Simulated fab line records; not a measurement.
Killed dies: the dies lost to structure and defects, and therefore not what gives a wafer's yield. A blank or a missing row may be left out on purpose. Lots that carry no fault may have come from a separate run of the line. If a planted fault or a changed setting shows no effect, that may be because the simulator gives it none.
Matching of chambers + flow nandHarc + NHARC_A_WL_FILL_ALD_19 on aldMetal-03 has 4 sister chambers
The step deposits TiN, target thk 2 nm, pulse time 3 s, ald cycles 100. 8 wafers are shown with their chamber, then 9 later ones without.

WAFERS, EACH WITH ITS CHAMBER
| wafer  | chamber | heaterPowerW (W) | precursorPulseHeightRel |
|--------|---------|------------------|-------------------------|
| L082.1 | 2       | 1058             | 1.012                   |
| L082.6 | 1       | 949              | 1.007                   |
| L083.3 | 0       | 1181             | 0.991                   |
| L083.4 | 2       | 1056             | 1.001                   |
| L083.5 | 3       | 1143             | 0.984                   |
| L085.2 | 3       | 1145             | 0.991                   |
| L085.3 | 1       | 935              | 1.015                   |
| L085.4 | 0       | 1184             | 1.018                   |

WAFERS MISSING THEIR CHAMBER
| wafer  | heaterPowerW (W) | precursorPulseHeightRel |
|--------|------------------|-------------------------|
| L087.2 | 934              | 1.062                   |
| L087.3 | 1179             | 1.047                   |
| L087.4 | 1184             | 0.990                   |
| L092.1 | 1082             | 0.962                   |
| L092.2 | 935              | 0.998                   |
| L092.5 | 1160             | 0.983                   |
| L096.1 | 1187             | 0.994                   |
| L096.3 | 942              | 0.986                   |
| L096.5 | 1212             | 1.026                   |

EACH ONE'S CHAMBER
| wafer  | from the rows above     | in truth                   |
|--------|-------------------------|----------------------------|
| L087.2 | 1                       | 1                          |
| L087.3 | 0                       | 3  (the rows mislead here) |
| L087.4 | 0                       | 0                          |
| L092.1 | 2                       | 2                          |
| L092.2 | 1                       | 1                          |
| L092.5 | can't be placed: 3 or 0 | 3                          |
| L096.1 | 0                       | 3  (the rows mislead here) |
| L096.3 | 1                       | 1                          |
| L096.5 | 0                       | 0                          |
6 of 9 placed correctly. From these rows, 1 cannot be placed; in 1 the true chamber is one of the candidates. 2 placed wrongly.
How it was worked out, from the rows above alone: a wafer's distance from a chamber is the root of the sum, over the readings, of the square of ((its reading less the chamber's mean) divided by the reading's scatter). If the next closest chamber is less than 2 further off than the closest, the wafer can't be placed; otherwise it belongs to the closest. Each chamber's mean is taken over the wafers shown for it. The scatter: the root of (the sum of the squares of (reading less its chamber's mean) over the shown wafers, divided by (wafers less chambers)).
